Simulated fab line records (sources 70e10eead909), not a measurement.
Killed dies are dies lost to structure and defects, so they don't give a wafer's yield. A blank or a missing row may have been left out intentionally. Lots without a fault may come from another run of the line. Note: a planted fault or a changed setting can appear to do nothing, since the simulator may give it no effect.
Chamber matching -- flow nand-harc -- NHARC_A_CONTACT_ALD_18 on ald-metal-03: 4 sister chambers
The step deposits TiN, target thk 3 nm, pulse time 1 s, ald cycles 150. 22 wafers are shown with their chamber, then 11 later ones without.

## WAFERS, EACH WITH ITS CHAMBER
wafer,chamber,heater-power-outer-w (W),heater-power-w (W),precursor-pulse-height-rel
L075.2,2,691,1003,0.967
L075.5,2,701,1027,1.031
L075.6,3,686,1077,1.025
L074.2,2,693,1038,0.992
L074.3,1,787,1160,0.986
L074.6,3,686,1055,0.980
L077.2,0,679,1050,1.000
L077.5,0,698,1030,0.972
L077.6,3,685,1073,0.987
L080.1,3,684,1066,1.014
L080.2,2,678,1056,1.007
L080.6,1,783,1169,0.999
L084.3,0,698,1045,1.061
L084.5,1,782,1165,1.019
L084.6,0,694,1026,0.983
L083.1,1,774,1149,0.976
L083.3,0,678,1013,1.014
L083.6,2,710,1070,0.989
L085.1,0,674,1033,0.978
L085.2,1,766,1141,0.994
L085.3,3,634,998,1.007
L087.2,1,772,1139,0.984

SIGNATURES, as means of the wafers listed above
reading,chamber 0,chamber 1,chamber 2,chamber 3,scatter within a chamber
heater-power-outer-w,686.83,777.33,694.60,675.00,14.1
heater-power-w,1032.83,1153.83,1038.80,1053.80,21.8
precursor-pulse-height-rel,1.00133,0.99300,0.99720,1.00260,0.0239
Rule: for each reading, subtract the chamber's mean from the wafer's reading, divide by that reading's scatter and square the result; add these up over the readings and take the root, which gives the wafer's distance from the chamber. If the next closest chamber is less than 2 further off than the closest, the wafer can't be placed; otherwise it belongs to the closest. The scatter is the square root of a quotient: the sum, over the shown wafers, of each reading's squared deviation from its chamber's mean, divided by wafers minus chambers.

## WAFERS WHOSE CHAMBER IS MISSING
wafer,heater-power-outer-w (W),heater-power-w (W),precursor-pulse-height-rel
L087.5,684,1004,1.012
L087.6,763,1164,0.990
L090.3,679,1018,1.001
L090.4,709,1086,1.024
L090.6,659,967,1.002
L095.1,727,1105,1.006
L095.2,664,1047,1.023
L095.3,644,988,0.987
L097.1,804,1220,1.021
L097.5,716,1063,0.990
L097.6,747,1110,1.018

## WHICH CHAMBER EACH ONE RAN IN
wafer,from the rows above,in truth
L087.5,can't be placed: 0 or 2 or 3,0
L087.6,1,1
L090.3,can't be placed: 0 or 2 or 3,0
L090.4,can't be placed: 2 or 3 or 0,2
L090.6,can't be placed: 0 or 3 or 2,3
L095.1,can't be placed: 2 or 1 or 0 or 3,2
L095.2,can't be placed: 3 or 0 or 2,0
L095.3,can't be placed: 0 or 3 or 2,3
L097.1,1,1
L097.5,can't be placed: 2 or 0 or 3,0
L097.6,can't be placed: 1 or 2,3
Correctly placed: 2 of 11. These rows do not allow placing 9 (true chamber among the candidates in 8). 0 placed wrongly.
